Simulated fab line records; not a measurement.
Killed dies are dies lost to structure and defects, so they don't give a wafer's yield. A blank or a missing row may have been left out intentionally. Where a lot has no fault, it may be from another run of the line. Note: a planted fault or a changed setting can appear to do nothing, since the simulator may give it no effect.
Matching of chambers :: flow n5Finfet :: N5_DUMMY_GATE_CMP_04 on cmp-01: 3 sister chambers
The step polishes a-Si. 3 wafers are shown with their chamber, then 6 later ones without.

## EACH WAFER AND ITS CHAMBER
wafer: L076.4
chamber: 3
motorCurrentA (A): 8.1

wafer: L079.3
chamber: 1
motorCurrentA (A): 10.3

wafer: L079.4
chamber: 2
motorCurrentA (A): 10.0

## WAFERS WITH NO CHAMBER GIVEN
wafer: L079.6
motorCurrentA (A): 9.5

wafer: L088.3
motorCurrentA (A): 10.0

wafer: L088.4
motorCurrentA (A): 9.8

wafer: L094.2
motorCurrentA (A): 8.0

wafer: L094.3
motorCurrentA (A): 9.3

wafer: L094.5
motorCurrentA (A): 7.8

## EACH ONE'S CHAMBER
wafer: L079.6
from the rows above: can't be placed: 2 or 1
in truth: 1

wafer: L088.3
from the rows above: can't be placed: 2 or 1
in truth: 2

wafer: L088.4
from the rows above: can't be placed: 2 or 1
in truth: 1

wafer: L094.2
from the rows above: 3
in truth: 3

wafer: L094.3
from the rows above: can't be placed: 2 or 1 or 3
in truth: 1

wafer: L094.5
from the rows above: 3
in truth: 3
2 of 6 placed correctly. These rows do not allow placing 4 (true chamber among the candidates in 4). Placed wrongly: 0.
How it was worked out, from the rows above alone: a wafer's distance from a chamber is the root of the sum, over the readings, of the square of ((its reading less the chamber's mean) divided by the reading's scatter). If the next closest chamber is less than 2 further off than the closest, the wafer can't be placed; otherwise it belongs to the closest. The mean given for a chamber averages the wafers shown for that chamber. The scatter: with one shown wafer a chamber, the root of the mean of the squares of how far each hidden wafer lies from its nearest shown one.
